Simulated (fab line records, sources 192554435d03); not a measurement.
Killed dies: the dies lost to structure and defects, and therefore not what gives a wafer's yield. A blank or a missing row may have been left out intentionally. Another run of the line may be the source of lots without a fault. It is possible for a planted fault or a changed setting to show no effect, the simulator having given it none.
fab line records	flow n5_finfet
[record] lots = 7	wafers = 39
route steps=1938 shown BEOL_M8@1344 BEOL_M10@1470 BEOL_M12@1643
start_h: hours from the record's opening day to when the first of the lot's shown wafers began	wait_h: hours elapsed since this lot's preceding step	" as in the row above	L1.1+2: a row that stands for several wafers	- no value present, or no start provided	* or withheld: withheld	< > ~ a bound
route shown NAME@n: names a module that has steps shown in the file, with the first one's number in the route	usual: the fault-free wafers' mean and standard deviation	same: alike in all rows	chamber/n: place in a boat	sites: per-site readings	_std_site: how widely they spread, as a standard deviation	_edge_site: the outer-site mean with the inner-site mean subtracted	radius_mm: how far each site lies from the wafer's centre	mask NAME#n: copy n	behind: the last tool/chamber to shape the wafer	hold: why the lot was held/for how many hours/how that ended	device: transistor that didn't switch, given as n, p or np	end of line: tests of these same wafers at the route's end	a step without rows: its recipe alone	killed: at the first sort, the dies lost to defects and structure; wafer yield is something else	map: a wafer's dies, marking killed ones x, the rest . and places with no die _
set.NAME: the run value of the setting; set.NAME@STEP: its run value at that earlier step	model.NAME: the simulator's own value behind a step, which no gauge read
lots where settings were altered on purpose, with a table for each step and a row for each wafer
[[steps]]
[step N5_BEOL_M8_DEVELOP_10]
[recipe] develop_time_s = 30	developer = TMAH	resist = CAR-ArF	rinse_liquid = diw	dry = air_spin	dev_temp_c = 23
lot.wafer	tool	chamber	start_h	wait_h	set.develop_time_s
L075.1+2+3	litho_track-03	0	-	-	30
L075.4+5+6	"	0	"	"	41.44
L076.1+2+5	litho_track-03	0	-	-	41.59
L076.3+4+6	"	0	"	"	30
L080.1+3+4	litho_track-05	0	-	-	12.1
L080.2+5+6	"	0	"	"	30
L085.1+3+6	litho_track-05	0	-	-	30
L085.2+4+5	"	0	"	"	22.75
L088.1+3+5	litho_track-01	0	-	-	30
L093.1+3+5	litho_track-01	0	-	-	30
L093.2+4+6	"	0	"	"	17.56
L096.1+2+3+4+5+6	litho_track-03	0	-	-	30
[step N5_BEOL_M8_CD_MEAS_11]
[recipe] target_cd_nm = 38.5	landing_energy_ev = 500	detector = se_inlens	polarity = opening
[usual] cd_nm = 38.5/0.44
lot.wafer	tool	chamber	start_h	wait_h	set.develop_time_s@BEOL_M8_DEVELOP_10	cd_nm
L075.1	cd_sem-03	0	226.39	-	30	38.9
L075.2	"	0	"	"	30	38.3
L075.3	"	0	"	"	30	38.2
L075.4	"	0	"	"	41.44	40.3
L075.5	"	0	"	"	41.44	39.4
L075.6	"	0	"	"	41.44	39.7
L076.1	cd_sem-03	0	239.73	-	41.59	40.4
L076.2	"	0	"	"	41.59	40.2
L076.3	"	0	"	"	30	38.8
L076.4	"	0	"	"	30	38.9
L076.5	"	0	"	"	41.59	39.5
L076.6	"	0	"	"	30	39.7
L080.1	cd_sem-03	0	243.03	-	12.1	35.1
L080.2	"	0	"	"	30	38.6
L080.3	"	0	"	"	12.1	34.3
L080.4	"	0	"	"	12.1	34.7
L080.5	"	0	"	"	30	38.6
L080.6	"	0	"	"	30	39.1
L085.1	cd_sem-03	0	293.97	-	30	-
L085.2	"	0	"	"	22.75	-
L085.3	"	0	"	"	30	-
L085.4	"	0	"	"	22.75	37.4
L085.5	"	0	"	"	22.75	37.5
L085.6	"	0	"	"	30	38.5
L088.1	cd_sem-01	0	307.39	-	30	38.8
L088.3	"	0	"	"	30	38.3
L088.5	"	0	"	"	30	38.4
L093.1	cd_sem-03	0	344.22	-	30	-
L093.2	"	0	"	"	17.56	-
L093.3	"	0	"	"	30	38.7
L093.4	"	0	"	"	17.56	36.0
L093.5	"	0	"	"	30	-
L093.6	"	0	"	"	17.56	36.3
L096.1	cd_sem-02	0	347.98	-	30	38.2
L096.2	"	0	"	"	30	38.5
L096.3	"	0	"	"	30	39.2
L096.4	"	0	"	"	30	38.0
L096.5	"	0	"	"	30	38.7
L096.6	"	0	"	"	30	38.8
[step N5_BEOL_M8_DESCUM_16]
[recipe] chemistry = O2	time_s = 7.9	source_power_w = 50	bias_power_w = 20	pressure_mtorr = 20	rf_frequency_hz = 2.712e+07	temp_c = 40	resist = CAR-ArF	o2_flow_sccm = 225
[step N5_BEOL_M8_ETCH_61]
[recipe] chemistry = CF4	target = SiARC	target_depth_a = 455	mask_material = CAR-ArF	time_s = 75.8	ion_energy_ev = 80	pressure_mtorr = 40	source_w = 545	bias_w = 36	Ar_flow_sccm = 100	cf4_flow_sccm = 100	ends = cleared
lot.wafer	tool	chamber	start_h	wait_h	set.develop_time_s@BEOL_M8_DEVELOP_10	model.BEOL_M8.cd_offset_nm
L075.1	rie_diel-04	2	226.54	0.0	30	0.4
L075.2	"	1	"	"	30	0.2
L075.3	"	3	"	"	30	0
L075.4	"	0	"	"	41.44	1.6
L075.5	"	2	"	"	41.44	1.4
L075.6	"	1	"	"	41.44	1.2
L076.1+2	rie_diel-04	1,2	239.85	0.0	41.59	1.4
L076.3+4	"	3,0	"	"	30	0.2
L076.5	"	0	"	"	41.59	1.2
L076.6	"	1	"	"	30	0.4
L080.1	rie_diel-03	1	244.01	0.0	12.1	-3.4
L080.2	"	3	"	"	30	-0.2
L080.3+4	"	0,2	"	"	12.1	-3.6
L080.5	"	3	"	"	30	-0.4
L080.6	"	2	"	"	30	0.6
L085.1+6	rie_diel-03	3	294.09	0.0	30	-0.2
L085.2	"	0	"	"	22.75	-1
L085.3	"	2	"	"	30	0.8
L085.4+5	"	1,0	"	"	22.75	-0.8
L088.1+3	rie_diel-03	1,2	307.67	0.0	30	0.4
L088.5	"	0	"	"	30	-0.2
L093.1	rie_diel-04	0	344.36	0.0	30	0
L093.2	"	3	"	"	17.56	-2
L093.3	"	2	"	"	30	0.2
L093.4	"	1	"	"	17.56	-2.6
L093.5	"	3	"	"	30	-0.2
L093.6	"	0	"	"	17.56	-2.2
L096.1	rie_diel-04	0	348.10	0.0	30	-0.2
L096.2+3	"	2,3	"	"	30	0.4
L096.4+5+6	"	0,3,2	"	"	30	0
[step N5_BEOL_M8_ETCH_62]
[recipe] chemistry = N2/H2	target = SOC	target_depth_a = 1100	overetch_a = 220	mask_material = SiARC	temp_c = 40	time_s = 165	ion_energy_ev = 200	pressure_mtorr = 30	source_w = 840	bias_w = 150	n2_flow_sccm = 200	h2_flow_sccm = 200
[step N5_BEOL_M8_STRIP_68]
[recipe] chemistry = N2/H2	temp_c = 40	n2_flow_sccm = 200	h2_flow_sccm = 200	rf_frequency_hz = 6e+07
[step N5_BEOL_M8_HM_OPEN_17]
[recipe] chemistry = Cl2/BCl3	target_depth_a = 200	overetch_a = 60	target = TiN	mask_material = SOC	ion_energy_ev = 150	pressure_mtorr = 10	icp_w = 1000	bias_w = 126	Cl2_flow_sccm = 53.25	bcl3_flow_sccm = 21.75	Ar_flow_sccm = 25
[step N5_BEOL_M8_STRIP_19]
[recipe] chemistry = O2	power_w = 400	temp_c = 40	pressure_mtorr = 30	rf_frequency_hz = 6e+07	bias_power_w = 0	overash_fraction = 0.2	o2_flow_sccm = 225
[step N5_BEOL_M8_CD_MEAS_18]
[recipe] pitch_nm = 80	target_cd_nm = 40
[usual] cd_nm = 40.0/0.5
lot.wafer	tool	chamber	start_h	wait_h	set.develop_time_s@BEOL_M8_DEVELOP_10	cd_nm
L075.1	cd_sem-02	-	226.98	0.1	30	40.6
L075.2	"	-	"	"	30	40.5
L075.3	"	-	"	"	30	40.4
L075.4	"	-	"	"	41.44	41.9
L075.5	"	-	"	"	41.44	41.3
L075.6	"	-	"	"	41.44	41.0
L076.1	cd_sem-02	-	240.37	0.1	41.59	41.2
L076.2	"	-	"	"	41.59	41.7
L076.3	"	-	"	"	30	39.9
L076.4	"	-	"	"	30	40.3
L076.5	"	-	"	"	41.59	41.6
L076.6	"	-	"	"	30	40.5
L080.1	cd_sem-02	-	244.49	0.0	12.1	36.5
L080.2	"	-	"	"	30	40.5
L080.3	"	-	"	"	12.1	36.4
L080.4	"	-	"	"	12.1	36.6
L080.5	"	-	"	"	30	39.6
L080.6	"	-	"	"	30	40.8
L085.1	cd_sem-02	-	294.51	0.0	30	-
L085.2	"	-	"	"	22.75	-
L085.3	"	-	"	"	30	-
L085.4	"	-	"	"	22.75	38.8
L085.5	"	-	"	"	22.75	39.0
L085.6	"	-	"	"	30	39.6
L088.1	cd_sem-03	-	308.09	0.0	30	40.3
L088.3	"	-	"	"	30	40.5
L088.5	"	-	"	"	30	39.5
L093.1	cd_sem-03	-	344.84	0.0	30	-
L093.2	"	-	"	"	17.56	-
L093.3	"	-	"	"	30	40.5
L093.4	"	-	"	"	17.56	37.5
L093.5	"	-	"	"	30	-
L093.6	"	-	"	"	17.56	37.8
L096.1	cd_sem-03	-	348.57	0.1	30	40.0
L096.2	"	-	"	"	30	40.2
L096.3	"	-	"	"	30	40.8
L096.4	"	-	"	"	30	40.0
L096.5	"	-	"	"	30	40.1
L096.6	"	-	"	"	30	40.0
[step N5_BEOL_M8_COAT_63]
[recipe] resist = SOC	temp_c = 250	time_s = 60	spin_rpm = 1500	resist_thk_nm = 60
[step N5_BEOL_M8_COAT_64]
[recipe] resist = SiARC	temp_c = 220	time_s = 60	spin_rpm = 1500	resist_thk_nm = 12
[step N5_BEOL_M8_PRECLEAN_42]
[recipe] chemistry = residue_remover	time_s = 60	temp_c = 40
[step N5_BEOL_M8_SRD_43]
[recipe] time_s = 30	temp_c = 23	rinse_liquid = diw	dry = ipa_marangoni
[step N5_BEOL_M8_CD_MEAS_35]
[recipe] target_cd_nm = 40	polarity = opening
[usual] cd_nm = 40.0/0.52
lot.wafer	tool	chamber	start_h	wait_h	set.develop_time_s@BEOL_M8_DEVELOP_10	cd_nm
L075.1	cd_sem-02	-	229.15	0.0	30	40.6
L075.2	"	-	"	"	30	40.1
L075.3	"	-	"	"	30	39.9
L075.4	"	-	"	"	41.44	41.9
L075.5	"	-	"	"	41.44	41.5
L075.6	"	-	"	"	41.44	41.1
L076.1	cd_sem-03	-	242.57	0.0	41.59	41.5
L076.2	"	-	"	"	41.59	41.3
L076.3	"	-	"	"	30	40.2
L076.4	"	-	"	"	30	40.6
L076.5	"	-	"	"	41.59	41.6
L076.6	"	-	"	"	30	40.5
L080.1	cd_sem-01	-	247.51	0.0	12.1	36.6
L080.2	"	-	"	"	30	39.7
L080.3	"	-	"	"	12.1	36.4
L080.4	"	-	"	"	12.1	36.8
L080.5	"	-	"	"	30	39.9
L080.6	"	-	"	"	30	40.6
L085.1	cd_sem-02	-	297.11	0.0	30	-
L085.2	"	-	"	"	22.75	-
L085.3	"	-	"	"	30	-
L085.4	"	-	"	"	22.75	39.3
L085.5	"	-	"	"	22.75	39.3
L085.6	"	-	"	"	30	40.0
L088.1	cd_sem-01	-	311.12	0.0	30	40.5
L088.3	"	-	"	"	30	40.4
L088.5	"	-	"	"	30	39.9
L093.1	cd_sem-03	-	347.66	0.0	30	-
L093.2	"	-	"	"	17.56	-
L093.3	"	-	"	"	30	40.2
L093.4	"	-	"	"	17.56	37.2
L093.5	"	-	"	"	30	-
L093.6	"	-	"	"	17.56	38.1
L096.1	cd_sem-03	-	351.65	0.0	30	40.1
L096.2	"	-	"	"	30	39.8
L096.3	"	-	"	"	30	40.5
L096.4	"	-	"	"	30	40.4
L096.5	"	-	"	"	30	40.3
L096.6	"	-	"	"	30	39.7
[step N5_BEOL_M10_ILD_DEP_00]
[recipe] material = SiCOH_lowk	target_thk_a = 3085.1	temp_c = 300	precursor = DEMS/porogen	pressure_torr = 5	rf_w = 500	time_s = 58
lot.wafer	tool	chamber	start_h	wait_h	set.time_s	model.SiCOH_lowk_of_BEOL_M10_ILD_DEP_00.thk_nm
L075.1	pecvd-04	1	241.51	0.0	73.94	388.6
L075.2	"	0	"	"	73.94	388.8
L075.3	"	2	"	"	58	306.6
L075.4	"	2	"	"	73.94	393
L075.5	"	0	"	"	58	310.4
L075.6	"	1	"	"	58	308.2
L076.1	pecvd-01	1	251.99	0.0	58	311.6
L076.2	"	0	"	"	58	312.2
L076.3	"	2	"	"	58	309.8
L076.4	"	0	"	"	58	311
L076.5	"	1	"	"	58	315
L076.6	"	2	"	"	58	311.4
L080.1+5	pecvd-03	1,0	259.01	0.0	58	308.8
L080.2	"	2	"	"	58	309.6
L080.3	"	0	"	"	58	304
L080.4	"	1	"	"	58	312.8
L080.6	"	2	"	"	58	312.2
L085.1	pecvd-03	0	308.19	0.0	46.43	246
L085.2	"	2	"	"	58	307
L085.3+4	"	1,2	"	"	46.43	249.2
L085.5	"	0	"	"	58	310.2
L085.6	"	1	"	"	58	313.4
L088.1	pecvd-04	0	324.23	0.0	58	307
L088.3	"	1	"	"	58	307.2
L088.5	"	0	"	"	58	311.6
L093.1	pecvd-03	2	359.21	0.0	58	304.6
L093.2	"	1	"	"	58	309.8
L093.3	"	0	"	"	41.52	217
L093.4	"	0	"	"	41.52	225.4
L093.5	"	1	"	"	41.52	220.2
L093.6	"	2	"	"	58	309
L096.1	pecvd-01	0	362.77	0.0	58	303.8
L096.2	"	1	"	"	58	307.4
L096.3	"	2	"	"	77.57	405.6
L096.4	"	2	"	"	58	306.4
L096.5	"	1	"	"	77.57	414
L096.6	"	0	"	"	77.57	415.8
[step N5_BEOL_M10_CURE_71]
[recipe] temp_c = 385	time_s = 240	ambient = He/Ar	material = SiCOH_lowk
lot.wafer	tool	chamber	start_h	wait_h	set.time_s@BEOL_M10_ILD_DEP_00	model.SiCOH_lowk_of_BEOL_M10_ILD_DEP_00.thk_nm
L075.1+2	uv_cure-03	1	241.58	0.0	73.94	339.2
L075.3	"	1	"	"	58	266.2
L075.4	"	1	"	"	73.94	343
L075.5	"	1	"	"	58	269.6
L075.6	"	1	"	"	58	267.6
L076.1	uv_cure-01	1	252.07	0.0	58	270.8
L076.2	"	1	"	"	58	271.2
L076.3	"	1	"	"	58	269
L076.4	"	1	"	"	58	270.2
L076.5	"	1	"	"	58	273.8
L076.6	"	1	"	"	58	270.6
L080.1+5	uv_cure-01	0	259.09	0.0	58	268.2
L080.2	"	0	"	"	58	268.8
L080.3	"	0	"	"	58	264
L080.4	"	0	"	"	58	271.8
L080.6	"	0	"	"	58	271.2
L085.1	uv_cure-03	0	308.27	0.0	46.43	213
L085.2	"	0	"	"	58	266.6
L085.3	"	0	"	"	46.43	215.8
L085.4	"	0	"	"	46.43	215.6
L085.5	"	0	"	"	58	269.6
L085.6	"	0	"	"	58	272.4
L088.1	uv_cure-02	0	324.30	0.0	58	266.6
L088.3	"	0	"	"	58	267
L088.5	"	0	"	"	58	270.6
L093.1	uv_cure-01	0	359.29	0.0	58	264.6
L093.2	"	0	"	"	58	269.2
L093.3	"	0	"	"	41.52	187.6
L093.4	"	0	"	"	41.52	194.8
L093.5	"	0	"	"	41.52	190.2
L093.6	"	0	"	"	58	268.4
L096.1	uv_cure-02	0	362.85	0.0	58	263.8
L096.2	"	0	"	"	58	267
L096.3	"	0	"	"	77.57	354.2
L096.4	"	0	"	"	58	266.2
L096.5	"	0	"	"	77.57	361.8
L096.6	"	0	"	"	77.57	363.4
[step N5_BEOL_M10_THK_MEAS_01]
[recipe] reads = SiCOH_lowk_of_BEOL_M10_ILD_DEP_00
[usual] M10_ILD_THK = 268.2/2.9
lot.wafer	tool	chamber	start_h	wait_h	set.time_s@BEOL_M10_ILD_DEP_00	M10_ILD_THK[nm]
L075.1	film_metro-01	-	242.10	0.4	73.94	339.1
L075.2	"	-	"	"	73.94	339.3
L075.3	"	-	"	"	58	266.0
L075.4	"	-	"	"	73.94	343.3
L075.5	"	-	"	"	58	269.6
L075.6	"	-	"	"	58	267.6
L076.1	film_metro-01	-	252.59	0.4	58	270.8
L076.2	"	-	"	"	58	271.3
L076.3	"	-	"	"	58	269.1
L076.4	"	-	"	"	58	270.3
L076.5	"	-	"	"	58	273.8
L076.6	"	-	"	"	58	270.4
L080.1	film_metro-01	-	259.60	0.4	58	268.1
L080.2	"	-	"	"	58	268.9
L080.3	"	-	"	"	58	264.0
L080.4	"	-	"	"	58	271.9
L080.5	"	-	"	"	58	268.2
L080.6	"	-	"	"	58	271.2
L085.1	film_metro-01	-	308.78	0.4	46.43	212.9
L085.2	"	-	"	"	58	266.8
L085.3	"	-	"	"	46.43	215.5
L085.4	"	-	"	"	46.43	215.7
L085.5	"	-	"	"	58	269.5
L085.6	"	-	"	"	58	272.4
L088.1	film_metro-01	-	324.82	0.4	58	266.7
L088.3	"	-	"	"	58	266.7
L088.5	"	-	"	"	58	270.9
L093.1	film_metro-01	-	359.80	0.4	58	264.6
L093.2	"	-	"	"	58	269.2
L093.3	"	-	"	"	41.52	187.6
L093.4	"	-	"	"	41.52	194.8
L093.5	"	-	"	"	41.52	190.3
L093.6	"	-	"	"	58	268.3
L096.1	film_metro-01	-	363.36	0.4	58	263.7
L096.2	"	-	"	"	58	267.1
L096.3	"	-	"	"	77.57	353.9
L096.4	"	-	"	"	58	266.2
L096.5	"	-	"	"	77.57	361.7
L096.6	"	-	"	"	77.57	363.7
[step N5_BEOL_M12_ETCH_38]
[recipe] chemistry = CF4/N2	target = SiCN	target_depth_a = 687	taper_deg = 2	time_s = 73.4	ion_energy_ev = 150	mask_material = SiO2	pressure_mtorr = 40	source_w = 430	bias_w = 70	Ar_flow_sccm = 100	cf4_flow_sccm = 60	n2_flow_sccm = 60
lot.wafer	tool	chamber	start_h	wait_h	set.time_s	model.etch.depth_nm
L075.1	rie_diel-01	0	261.39	-	85.98	68.6
L075.2	"	2	"	"	85.98	66.72
L075.3	"	3	"	"	73.4	60.45
L075.4	"	1	"	"	73.4	59.9
L075.5	"	3	"	"	85.98	71.24
L075.6	"	0	"	"	73.4	59.3
L076.1	rie_diel-04	2	271.68	-	106.7	84.2
L076.2	"	1	"	"	73.4	57.8
L076.3	"	3	"	"	73.4	57.45
L076.4	"	0	"	"	106.7	86.68
L076.5	"	0	"	"	106.7	87.38
L076.6	"	3	"	"	73.4	57.84
L080.1	rie_diel-01	1	283.13	-	39.12	31.69
L080.2	"	2	"	"	39.12	29.99
L080.3	"	3	"	"	73.4	60.33
L080.4	"	0	"	"	39.12	31.01
L080.5	"	0	"	"	73.4	58.55
L080.6	"	1	"	"	73.4	59.52
L085.1	rie_diel-03	3	332.21	-	73.4	58.42
L085.2	"	2	"	"	73.4	58.28
L085.3	"	1	"	"	73.4	59.06
L085.4	"	3	"	"	73.4	58.76
L085.5	"	2	"	"	73.4	58.43
L085.6	"	1	"	"	73.4	59.29
L088.1	rie_diel-01	1	340.79	-	73.4	59.51
L088.3	"	2	"	"	73.4	57.95
L088.5	"	3	"	"	73.4	60.11
L093.1	rie_diel-01	3	383.43	-	73.4	59.65
L093.2	"	1	"	"	73.4	59.23
L093.3	"	0	"	"	73.4	57.72
L093.4	"	2	"	"	73.4	57.75
L093.5	"	2	"	"	73.4	57.97
L093.6	"	1	"	"	73.4	59.42
L096.1	rie_diel-03	2	395.72	-	73.4	58.52
L096.2	"	3	"	"	116	92.51
L096.3	"	0	"	"	116	93.87
L096.4	"	1	"	"	73.4	59.28
L096.5	"	0	"	"	116	93.29
L096.6	"	3	"	"	73.4	58.43
[[key]]
[split] step = N5_BEOL_M8_DEVELOP_10	setting = develop_time_s	stated = 30	by = wafer
[response] step = N5_BEOL_M8_CD_MEAS_11	reading = cd_nm	change = +0.0514	per = 1%	r = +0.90
[response] step = N5_BEOL_M8_ETCH_61	reading = model.BEOL_M8.cd_offset_nm	change = +0.0472	per = 1%	r = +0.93
[response] step = N5_BEOL_M8_CD_MEAS_18	reading = cd_nm	change = +0.0489	per = 1%	r = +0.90
[response] step = N5_BEOL_M8_CD_MEAS_35	reading = cd_nm	change = +0.047	per = 1%	r = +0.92
[split] step = N5_BEOL_M10_ILD_DEP_00	setting = time_s	stated = 58	by = wafer
[response] step = N5_BEOL_M10_ILD_DEP_00	reading = model.SiCOH_lowk_of_BEOL_M10_ILD_DEP_00.thk_nm	change = +3.07	per = 1%	r = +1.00
[response] step = N5_BEOL_M10_CURE_71	reading = model.SiCOH_lowk_of_BEOL_M10_ILD_DEP_00.thk_nm	change = +2.72	per = 1%	r = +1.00
[response] step = N5_BEOL_M10_THK_MEAS_01	reading = M10_ILD_THK	change = +2.72	per = 1%	r = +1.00
[split] step = N5_BEOL_M12_ETCH_38	setting = time_s	stated = 73.4	by = wafer
[response] step = N5_BEOL_M12_ETCH_38	reading = model.etch.depth_nm	change = +0.605	per = 1%	r = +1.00
